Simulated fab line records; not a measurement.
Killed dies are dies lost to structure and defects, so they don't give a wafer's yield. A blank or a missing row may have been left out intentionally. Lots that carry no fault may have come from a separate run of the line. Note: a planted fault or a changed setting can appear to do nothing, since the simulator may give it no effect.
Matching of chambers + flow n5-finfet + 4 sister chambers for N5_BEOL_M0_SAQP_SPACER2_ALD_26 on ald-sin-01
The step deposits SiO2, target thk 15 nm, pulse time 1 s, purge time 2 s. 7 wafers are shown with their chamber, then 7 later ones without.

WAFERS WITH THEIR CHAMBER
| wafer  | chamber | heater-power-w (W) | heater-power-outer-w (W) |
|--------|---------|--------------------|--------------------------|
| L074.3 | 3       | 505                | 275                      |
| L077.1 | 0       | 475                | 255                      |
| L079.1 | 0       | 462                | 259                      |
| L085.2 | 2       | 471                | 271                      |
| L085.6 | 1       | 401                | 231                      |
| L086.1 | 1       | 396                | 230                      |
| L086.2 | 2       | 465                | 271                      |

WAFERS WHOSE CHAMBER IS MISSING
| wafer  | heater-power-w (W) | heater-power-outer-w (W) |
|--------|--------------------|--------------------------|
| L086.3 | 502                | 282                      |
| L093.1 | 409                | 231                      |
| L093.4 | 469                | 271                      |
| L093.6 | 469                | 264                      |
| L094.1 | 511                | 284                      |
| L094.3 | 472                | 262                      |
| L094.4 | 409                | 235                      |

EACH ONE'S CHAMBER
| wafer  | from the rows above     | in truth                   |
|--------|-------------------------|----------------------------|
| L086.3 | 3                       | 3                          |
| L093.1 | 1                       | 1                          |
| L093.4 | 2                       | 2                          |
| L093.6 | can't be placed: 0 or 2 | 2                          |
| L094.1 | 3                       | 3                          |
| L094.3 | 0                       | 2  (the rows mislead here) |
| L094.4 | 1                       | 1                          |
Correctly placed: 5 of 7. Can't be placed from these rows: 1 (the true chamber is among the candidates in 1). 1 placed wrongly.
How it was worked out, from the rows above alone: a wafer's distance from a chamber is the root of the sum, over the readings, of the square of ((its reading less the chamber's mean) divided by the reading's scatter). If the next closest chamber is less than 2 further off than the closest, the wafer can't be placed; otherwise it belongs to the closest. The mean given for a chamber averages the wafers shown for that chamber. The scatter is the square root of a quotient: the sum, over the shown wafers, of each reading's squared deviation from its chamber's mean, divided by wafers minus chambers.
